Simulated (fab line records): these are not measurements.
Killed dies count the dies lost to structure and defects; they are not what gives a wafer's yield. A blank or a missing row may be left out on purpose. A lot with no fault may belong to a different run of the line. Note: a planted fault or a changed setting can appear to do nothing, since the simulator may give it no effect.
A single fault, viewed from 2 desks -- flow n5 finfet -- numbers are kept per desk, each desk with only its own; the story behind them comes last

THE DEFECT DESK
What the inspections along the route counted, lot by lot: means of the sampled wafers that have a number. If a lot's mean is further than 4 standard deviations from the usual mean, the lot is out of limits and carries the mark OUT (the distance appears in the brackets).
Columns: A = raw defect count at N5_BEOL_M14_INSPECT_55, usual 86
lot,first seen here,A
L368,day 12 06:29,94
L369,day 12 06:53,115
L370,day 12 09:38,65
L377,day 14 01:46,68
L379,day 14 13:03,56
L382,day 14 17:12,50
L381,day 14 18:53,124
L386,day 15 21:52,96
L387,day 16 18:26,108
L388,day 16 19:11,76
L390,day 16 21:47,82
Result from this desk: across the 11 lots, nothing is out of limits.

TOOL OWNER'S DESK, litho track-03
The tool's own readings at N5_BEOL_M15_COAT_56 (time 60 s, resist thk 550 nm): means of the sampled wafers that have a number, for each lot that ran on this tool. If a lot's mean is further than 4 standard deviations from the usual mean, the lot is out of limits and carries the mark OUT (the distance appears in the brackets).
Columns: A = heater power total W at N5_BEOL_M15_COAT_56, usual 500.5 W; B = plate temp C at N5_BEOL_M15_COAT_56, usual 250.00 C
lot,first seen here,A,B
L369,day 12 09:34,500.7,249.95
L370,day 12 11:36,499.7,250.02
L377,day 14 03:05,480.8 (-11) OUT,241.88 (-51) OUT
L379,day 14 14:28,480.5 (-11) OUT,242.19 (-49) OUT
This desk's finding: out of limits on L377, L379; first on L377, day 14 03:05 (heater power total W at N5_BEOL_M15_COAT_56). In limits: L369, L370.

TAKEN TOGETHER
The tool owner's desk could have raised an alarm at day 14 03:05, on L377, L379.
The defect desk saw nothing out of limits.
The defect desk has L377, L379 on record, within its limits.
All the named lots went through N5_BEOL_M15_COAT_56 on litho track-03.

WHAT WAS PUT IN BY THE SIMULATOR
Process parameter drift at N5_BEOL_M15_COAT_56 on litho track-03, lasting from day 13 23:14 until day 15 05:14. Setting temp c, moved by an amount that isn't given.
Struck lots among those shown: L377, L379.
Each desk's first reading out of limits, in hours after the fault started: the tool owner's desk, 4.
